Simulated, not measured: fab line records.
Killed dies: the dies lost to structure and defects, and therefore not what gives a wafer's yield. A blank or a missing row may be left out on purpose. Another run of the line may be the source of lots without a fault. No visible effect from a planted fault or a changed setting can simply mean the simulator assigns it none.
fab line records -- flow n5Finfet
record lots=7, wafers=39
route steps=1938 shown MOL_CONTACT_COAG@559
startH: hours from the record's opening day to when the first of the lot's shown wafers began -- waitH: hours from the lot's prior step to this one -- " as in the row above -- L1.1+2: several wafers, shown together as one row -- - no value, or no start was given -- * or withheld: withheld -- < > ~ a bound
route shown NAME@n: a module of which the file shows steps, and the number in the route of the first -- usual: mean/standard deviation of fault-free wafers -- same: alike in all rows -- chamber/n: place in a boat -- sites: each site's reading -- _std_site: the standard deviation of these -- _edge_site: outer sites' mean less inner sites' -- radiusMm: for every site, how far away it sits from the centre of the wafer -- mask NAME#n: copy n -- behind: the most recent tool/chamber to have shaped the wafer -- hold: why the lot went on hold/how many hours it stayed there/how the hold came to an end -- device: which transistor (n, p or np) failed to switch -- end of line: the route-end tests of the same wafers -- for a step that has no rows: nothing shown but its recipe -- killed: the dies lost at the first sort to structure and to defects; this is not the yield of the wafer -- map: per-die view of a wafer (x killed, . not killed, _ where there is no die)
set.NAME: setting as actually run; set.NAME@STEP: the setting as run at that earlier step -- model.NAME: the simulator's own value behind a step, which no gauge read
one table per step and one row per wafer, for lots whose settings were changed on purpose
## steps
# step N5_MOL_CONTACT_COAG_ALD_27
# recipe material=SiOC, targetThkA=170, tempC=400, aldPrecursorFamily=carbosiloxane, aldCoReactant=H2-plasma, pulseTimeS=1.5, timeS=2720, purgeTimeS=2, coReactantPurgeTimeS=2, aldCycles=340, pressureTorr=2
lot.wafer,tool,chamber,startH,waitH,set.aldCycles,model.SiOC_of_MOL_CONTACT_COAG_ALD_27.thkNm
L080.1+3+6,aldSin-02,"0,1,3",132.69,0.3,340,17
L080.2+4+5,aldSin-02,"3,2,0",132.69,0.3,380,19
L081.1+4+6,aldSin-01,"0,3,1",137.64,0.2,340,17
L081.2+3+5,aldSin-01,"1,2,2",137.64,0.2,280,14
L086.1,aldSin-03,1,168.29,0.0,325,16.4
L086.2+3+4,aldSin-03,"2,3,0",168.29,0.0,340,17
L086.5,aldSin-03,1,168.29,0.0,325,16.2
L086.6,aldSin-03,2,168.29,0.0,325,16
L089.4,aldSin-03,1,188.78,0.0,340,17.2
L089.5+6,aldSin-03,"2,1",188.78,0.0,340,17
L091.1+3+6,aldSin-03,"1,3,0",197.22,0.2,387,19.4
L091.2,aldSin-03,2,197.22,0.2,340,16.8
L091.4+5,aldSin-03,"0,1",197.22,0.2,340,17
L094.1,aldSin-02,2,220.50,0.0,340,17.2
L094.2+5,aldSin-02,"0,3",220.50,0.0,340,17
L094.3+6,aldSin-02,"3,2",220.50,0.0,313,15.6
L094.4,aldSin-02,1,220.50,0.0,313,15.8
L095.1+4+6,aldSin-02,"3,2,3",222.85,0.0,340,17
L095.2+3+5,aldSin-02,"1,0,0",222.85,0.0,392,19.6
## key
split step=N5_MOL_CONTACT_COAG_ALD_27, setting=aldCycles, stated=340, by=wafer
response step=N5_MOL_CONTACT_COAG_ALD_27, reading=model.SiOC_of_MOL_CONTACT_COAG_ALD_27.thkNm, change=+0.172, per=1%, r=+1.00
